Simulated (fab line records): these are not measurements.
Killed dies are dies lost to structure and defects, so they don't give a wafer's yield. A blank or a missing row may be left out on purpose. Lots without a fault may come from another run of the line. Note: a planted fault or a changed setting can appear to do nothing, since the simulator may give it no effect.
Chamber matching ; flow nandHarc ; rieDiel-10 running NHARC_A_STAIRCASE_ETCH_292: 4 sister chambers
The step etches the open film in CF4/CHF3. 22 wafers are shown with their chamber, then 11 later ones without.

WAFERS WITH THEIR CHAMBER
wafer;chamber;showerheadPlenumPTorr (Torr);drypumpMotorCurrentA (A);rfVppV (V)
L076.3;1;1.69;5.7;374.1
L076.5;0;1.66;6.2;374.2
L076.6;1;1.69;5.7;375.4
L075.1;3;1.46;5.9;366.7
L075.5;0;1.66;6.2;373.0
L075.6;1;1.69;5.7;374.7
L081.1;3;1.46;5.9;366.7
L081.2;2;1.62;6.4;371.4
L081.4;1;1.69;5.7;374.0
L080.3;2;1.62;6.3;371.9
L080.5;0;1.66;6.2;372.6
L080.6;1;1.69;5.6;374.3
L084.1;3;1.46;5.9;365.5
L084.2;2;1.62;6.4;373.0
L084.4;1;1.69;5.7;372.9
L090.1;1;1.68;5.7;373.6
L090.4;3;1.45;6.0;365.3
L090.5;1;1.68;5.7;374.2
L089.4;0;1.65;6.2;372.0
L089.5;2;1.62;6.3;371.0
L089.6;3;1.45;6.0;366.0
L088.1;1;1.68;5.7;373.8

SIGNATURES (means of the wafers above)
reading;chamber 0;chamber 1;chamber 2;chamber 3;scatter within a chamber
showerheadPlenumPTorr;1.6575;1.6867;1.6200;1.4560;0.00468
drypumpMotorCurrentA;6.200;5.689;6.350;5.940;0.0414
rfVppV;372.950;374.111;371.825;366.040;0.762
Rule: distance of a wafer from a chamber = root of the sum over the readings of ((wafer's reading minus chamber's mean) / reading's scatter) squared. The wafer belongs to the nearest chamber; if the next one is less than 2 further off, it can't be placed. How the scatter is found: for the shown wafers, subtract from each reading the mean of its chamber, square and add these, divide the total by (wafers less chambers), then take the root.

WAFERS WITHOUT THEIR CHAMBER
wafer;showerheadPlenumPTorr (Torr);drypumpMotorCurrentA (A);rfVppV (V)
L088.3;1.65;6.2;374.2
L088.6;1.62;6.4;371.3
L091.1;1.45;5.9;367.4
L091.3;1.68;5.6;374.1
L091.4;1.62;6.3;373.3
L094.1;1.65;6.2;373.0
L094.2;1.68;5.7;374.2
L094.4;1.68;5.7;374.6
L095.3;1.61;6.4;372.5
L095.4;1.61;6.3;374.0
L095.6;1.68;5.7;372.8

THE CHAMBER EACH PASSED THROUGH
wafer;from the rows above;in truth
L088.3;0;0
L088.6;2;2
L091.1;3;3
L091.3;1;1
L091.4;2;2
L094.1;0;0
L094.2;1;1
L094.4;1;1
L095.3;2;2
L095.4;2;2
L095.6;1;1
11 of 11 placed correctly. From these rows, 0 cannot be placed. Wrongly placed: 0.
